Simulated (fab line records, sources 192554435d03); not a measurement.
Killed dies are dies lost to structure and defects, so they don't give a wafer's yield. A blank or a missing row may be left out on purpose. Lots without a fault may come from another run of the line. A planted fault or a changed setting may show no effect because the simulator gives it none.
A struck lot beside a sound one | flow n5_finfet | 14 steps out of a route of 1938
Sound: wafers L431.2, L431.3, L431.5. Struck: wafers L427.1, L427.2, L427.3. The cause comes at the end.
At each step with rows: each side's tool, then ch and its chambers, then its first start. Under that, the readings that differ: sound wafers | struck wafers | difference of the means | sigmas: that difference in standard deviations of wafers without a fault.
alike: readings whose means differ by less than 2 such deviations, and words and numbers that are the same on both sides. not compared: withheld readings, readings that some wafer has no value for, bounds like >300 that may hide the same value, and numbers for which the record gives no deviation and whose values overlap.
The two part at a step that has a row with sigmas, a row that says differs or no value, or rows on one side only. Numbers that don't overlap but have no deviation are shown without sigmas and don't part them. A reading that every wafer of one side lacks parts them only if that side has two wafers or more.

N5_BEOL_M15_STRIP_64: strips in O2.
  sound on rie_diel-03 ch 1,3; struck on rie_diel-02 ch 0,1,2
  alike: chamber_pressure_mTorr, drypump_motor_current_A, oes_product_au, rf_vpp_V, showerhead_plenum_p_Torr, throttle_valve_pct
  not compared: rf_hours_counter_h
then, 2 steps without rows for these wafers: N5_BEOL_M15_STRIP_65 (strips in post etch residue remover, time 60 s); N5_BEOL_M15_SRD_66 (time 30 s, dry time 30 s).
N5_BEOL_M15_CD_MEAS_17: target cd 360 nm.
  sound on cd_sem-03, day 13 20:21; struck on cd_sem-02, day 12 07:15
  alike: cd_nm
then, 1 step without rows for these wafers: N5_BEOL_M15_COAT_56 (time 60 s, resist thk 550 nm).
N5_BEOL_M15_ETCH_57: etches SOC in N2/H2, time 750 s.
  sound on rie_diel-03 ch 0,2,3, day 13 20:27; struck on rie_diel-03 ch 0,1,2, day 12 07:25
  alike: chamber_pressure_mTorr, drypump_motor_current_A, oes_product_au, rf_vpp_V, showerhead_plenum_p_Torr, throttle_valve_pct
  not compared: rf_hours_counter_h
then, 6 steps without rows for these wafers: N5_BEOL_M15_COAT_60 (time 60 s, resist thk 89 nm); N5_BEOL_M15_COAT_22 (resist thk 800 nm); N5_BEOL_M15_EBR_24; N5_BEOL_M15_SOFTBAKE_23 (time 60 s); N5_BEOL_M15_EXPOSE_25 (exposes mask M15, target cd 400 nm); N5_BEOL_M15_PEB_26 (peb time 90 s).
N5_BEOL_M15_DEVELOP_27: develop time 45 s.
  sound on litho_track-04 ch 0, day 13 21:14; struck on litho_track-02, day 12 08:06
  no value came back on the struck wafers for chill_plate_temp_C (C), develop_time_s (s); on the sound wafers chill_plate_temp_C (C) reads 23.16 23.05 22.98
  reading                                    | sound             | struck          | difference | sigmas
  model.coat_of_BEOL_M15_COAT_22.thk_nm (nm) | 786.2 785.2 785.8 | 799.4 802 801.4 | +15.2      |
then, 1 step without rows for these wafers: N5_BEOL_M15_HARDBAKE_32 (time 120 s).

WHERE THEY PART
Only at N5_BEOL_M15_DEVELOP_27, within this record.

WHY: what the simulator had put in
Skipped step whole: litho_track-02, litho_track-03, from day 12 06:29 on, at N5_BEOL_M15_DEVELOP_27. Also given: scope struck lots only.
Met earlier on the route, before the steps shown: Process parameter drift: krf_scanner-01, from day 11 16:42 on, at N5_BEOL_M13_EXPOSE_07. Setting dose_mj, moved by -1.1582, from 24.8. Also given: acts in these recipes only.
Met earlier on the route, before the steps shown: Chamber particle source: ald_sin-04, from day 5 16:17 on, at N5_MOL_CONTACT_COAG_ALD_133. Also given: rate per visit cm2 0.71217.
